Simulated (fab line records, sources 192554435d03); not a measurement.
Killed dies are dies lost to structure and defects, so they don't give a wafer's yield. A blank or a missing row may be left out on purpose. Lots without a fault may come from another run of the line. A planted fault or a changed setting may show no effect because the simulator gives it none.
Problem report in the 8D (eight disciplines) form, filled by code | flow n5_finfet | the parts of the form that need people (team, actions taken, sign-off) are left out

1. THE PROBLEM
cd_nm at N5_DUMMY_GATE_CD_MEAS_50 reads a mean of 9.7 nm on 2 wafers of 2 lots; wafers without a fault read 14.0 nm with a standard deviation of 0.32. That is -13 standard deviations from the usual mean.
The step: target cd 14 nm.
First seen on wafer L846.3, day 7 05:06, on cd_sem-02. The record holds 24 wafers of 8 lots with a number at this step. Rule for "out", or "out of limits": more than 4 standard deviations from the usual mean. The other wafers with a number count as sound.

2. WHAT IT IS AND WHAT IT IS NOT
question                    | is                   | is not
which readings at this step | cd_nm                | -
which lots                  | L846, L847           | L829, L831, L834, L850, L851, L852
which wafers of those lots  | L846.3, L847.4       | L846.1, L846.2, L847.2, L847.5
read on which gauges        | cd_sem-02, cd_sem-03 | cd_sem-01
when                        | from day 7 05:06     | up to then (11 sound wafers); but 11 sound wafers of L847, L850, L851, L852 came after

3. SUSPECTS, AND WHAT RULES EACH OUT
Counting: a tool at a process step up to the reading stays a suspect if it ran every lot that is out. Sound lots after the first of them don't rule it out here, since some wafers of a struck lot are sound.
- the gauge at N5_DUMMY_GATE_CD_MEAS_50: ruled out. The wafers that are out were read on 2 gauges (cd_sem-02, cd_sem-03).
- rie_si-02 at N5_DUMMY_GATE_TRIM_49 (chemistry O2, time 29 s, target cd 14 nm): kept. It ran every lot that is out, first L846 (day 7 04:58); its last sound lot up to then is L834 (day 4 05:41). Its own readings are out on those wafers: oes_product_au.
- Within rie_si-02 at N5_DUMMY_GATE_TRIM_49: the wafers that are out ran in chamber 1; their sound lot-mates ran in chambers 0, 2, 3.
Left after counting: rie_si-02 at N5_DUMMY_GATE_TRIM_49.

4. THE CAUSE (what the simulator had put in)
Process parameter drift: rie_si-02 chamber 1, from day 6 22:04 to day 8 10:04, at N5_DUMMY_GATE_TRIM_49. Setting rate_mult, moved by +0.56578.
Counting left only this tool.

5. THE CHAIN OF EFFECTS, in route order
Each row: a reading whose mean over the struck wafers that have a number lies more than 3 standard deviations from the usual. Only readings for which the record gives a usual standard deviation are gone through. hours: the time from each lot's start at the first step in this table that gives one to its start at this step, as a median over the lots. sigmas: the change in usual standard deviations.
hours | step                     | reading              | usual      | on struck wafers | change | sigmas
0     | N5_DUMMY_GATE_TRIM_49    | oes_product_au       | 1.005 a.u. | 1.369            | +0.364 | +19
0     | N5_DUMMY_GATE_CD_MEAS_50 | cd_nm                | 14.0 nm    | 9.7              | -4.3   | -13
1     | N5_DUMMY_GATE_CD_MEAS_24 | cd_nm                | 15.1 nm    | 10.4             | -4.7   | -13
227   | N5_PASSIVATION_PROBE_49  | defect_limited_yield | 91.3 %     | 0.0              | -91.3  | -65
227   | N5_PASSIVATION_PROBE_49  | killed_at_front_end  | 40         | 1125             | +1085  | +99
227   | N5_PASSIVATION_PROBE_49  | killed_dies          | 103        | 1180             | +1077  | +67
227   | N5_PASSIVATION_PROBE_49  | killed_on_rim        | 13         | 152              | +139   | +39
227   | N5_PASSIVATION_PROBE_49  | sort_bin_5_function  | 5.1 %      | 96.2             | +91.1  | +96
227   | N5_PASSIVATION_PROBE_49  | sort_n_pass          | 1077       | 0                | -1077  | -67
227   | N5_PASSIVATION_PROBE_49  | sort_yield_pct       | 91.3 %     | 0.0              | -91.3  | -65
The process steps in it:
- N5_DUMMY_GATE_TRIM_49: chemistry O2, time 29 s, target cd 14 nm.
- N5_PASSIVATION_PROBE_49

6. WHAT WOULD HAVE CAUGHT IT SOONER
In this record the first reading out of limits at a measuring or inspecting step was taken at day 7 05:06, 7 hours after the fault began at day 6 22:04.
The tool's own readings at N5_DUMMY_GATE_TRIM_49 were out on every struck wafer that the step has a row for (oes_product_au): an alarm limit on them would have fired on the first of those.
Of the lots that are out (2), L847 began N5_DUMMY_GATE_TRIM_49 on rie_si-02 after day 7 05:06. A hold on the tool at that time would have spared it.
